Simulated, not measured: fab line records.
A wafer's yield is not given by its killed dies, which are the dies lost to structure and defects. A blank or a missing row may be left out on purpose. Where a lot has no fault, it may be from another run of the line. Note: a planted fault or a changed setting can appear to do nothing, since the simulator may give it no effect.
The tool behind it: which one? | flow nand-harc | 27 wafers from 9 lots sampled at 5 of the route's 1302 steps

## WHAT EACH GAUGE READ, for each wafer
NHARC_P_M2_INSPECT_27.
lot  | measured     | on                | raw-defect-count
L075 | day 7 00:25  | defect-inspect-02 | 426 216 249
L077 | day 7 19:01  | defect-inspect-01 | 256 252 249
L079 | day 8 18:53  | defect-inspect-01 | 280 368 195
L081 | day 9 08:59  | defect-inspect-01 | 530 264 444
L084 | day 10 14:56 | defect-inspect-02 | 454 309 460
L087 | day 12 02:33 | defect-inspect-01 | 256 532 467
L091 | day 13 11:14 | defect-inspect-02 | 322 159 289
L093 | day 14 13:34 | defect-inspect-02 | 335 364 228
L096 | day 15 14:15 | defect-inspect-01 | 284 316 501

## TOOL THAT RAN EACH LOT (tool first, then ch and the chambers of the sampled wafers, then the start)
lot  | NHARC_P_M0_DEP_32               | NHARC_P_M2_ETCH_35                 | NHARC_P_M2_STRIP_18                | NHARC_P_M2_ETCH_28
L075 | pecvd-03 ch 0,1, day 6 16:11    | rie-diel-12 ch 0,2, day 6 21:52    | rie-diel-10 ch 1,3, day 6 22:10    | rie-diel-10 ch 1,2,3, day 7 00:25 or earlier
L077 | pecvd-01 ch 0,1, day 7 10:18    | rie-diel-11 ch 0,1,3, day 7 16:07  | rie-diel-11 ch 0,2, day 7 16:26    | rie-diel-11 ch 1,2, day 7 19:01 or earlier
L079 | pecvd-01 ch 1,2, day 8 10:29    | rie-diel-10 ch 0,2,3, day 8 16:25  | rie-diel-11 ch 1,2, day 8 16:44    | rie-diel-11 ch 0,3, day 8 18:53 or earlier
L081 | pecvd-01 ch 0,1,2, day 9 00:51  | rie-diel-11 ch 0,1,2, day 9 06:29  | rie-diel-12 ch 0,2,3, day 9 06:49  | rie-diel-12 ch 1,2,3, day 9 08:59 or earlier
L084 | pecvd-02 ch 0,1,2, day 10 06:40 | rie-diel-11 ch 0,2,3, day 10 12:23 | rie-diel-12 ch 0,2,3, day 10 12:42 | rie-diel-12 ch 0,2,3, day 10 14:56 or earlier
L087 | pecvd-01 ch 0,1, day 11 18:22   | rie-diel-12 ch 1,2, day 12 00:02   | rie-diel-10 ch 1,3, day 12 00:20   | rie-diel-10 ch 0,1,3, day 12 02:33 or earlier
L091 | pecvd-01 ch 0,1,2, day 13 03:17 | rie-diel-10 ch 0,1, day 13 08:45   | rie-diel-12 ch 1,2, day 13 09:02   | rie-diel-12 ch 1,2, day 13 11:14 or earlier
L093 | pecvd-02 ch 0,1,2, day 14 05:07 | rie-diel-10 ch 1,2,3, day 14 10:55 | rie-diel-11 ch 0,1,2, day 14 11:14 | rie-diel-11 ch 1,2,3, day 14 13:34 or earlier
L096 | pecvd-02 ch 0,2, day 15 06:17   | rie-diel-10 ch 0,1,2, day 15 11:40 | rie-diel-11 ch 2,3, day 15 11:58   | rie-diel-11 ch 0,2,3, day 15 14:15 or earlier
- NHARC_P_M0_DEP_32: deposits SiCN, target thk 30 nm.
- NHARC_P_M2_ETCH_35: etches the open film in N2/H2, target depth 40 nm, overetch 12 nm, time 43.94 s.
- NHARC_P_M2_STRIP_18: strips in N2/H2.
- NHARC_P_M2_ETCH_28: etches the open film in CF4/N2, target depth 30 nm, time 72.99 s.

## THE ANSWER, worked out from the rows above alone
Rule: what is usual is taken from the lots themselves. Put in order of their means at a reading, lots are off if they are a third of the lots or fewer, leave a main group of 4 or more, and stand apart from it by a gap of 3 or more times the standard deviation of the main group's means; of several such gaps the widest counts. Not used: any main group whose means are identical at the precision the tables above print for the reading. Also off: a lot with no number at a reading for which 4 or more lots have one. The other lots that the step has rows for count as sound.
No lot is off at any reading shown: from this, nothing can be told.

## WHAT THE SIMULATOR PUT IN
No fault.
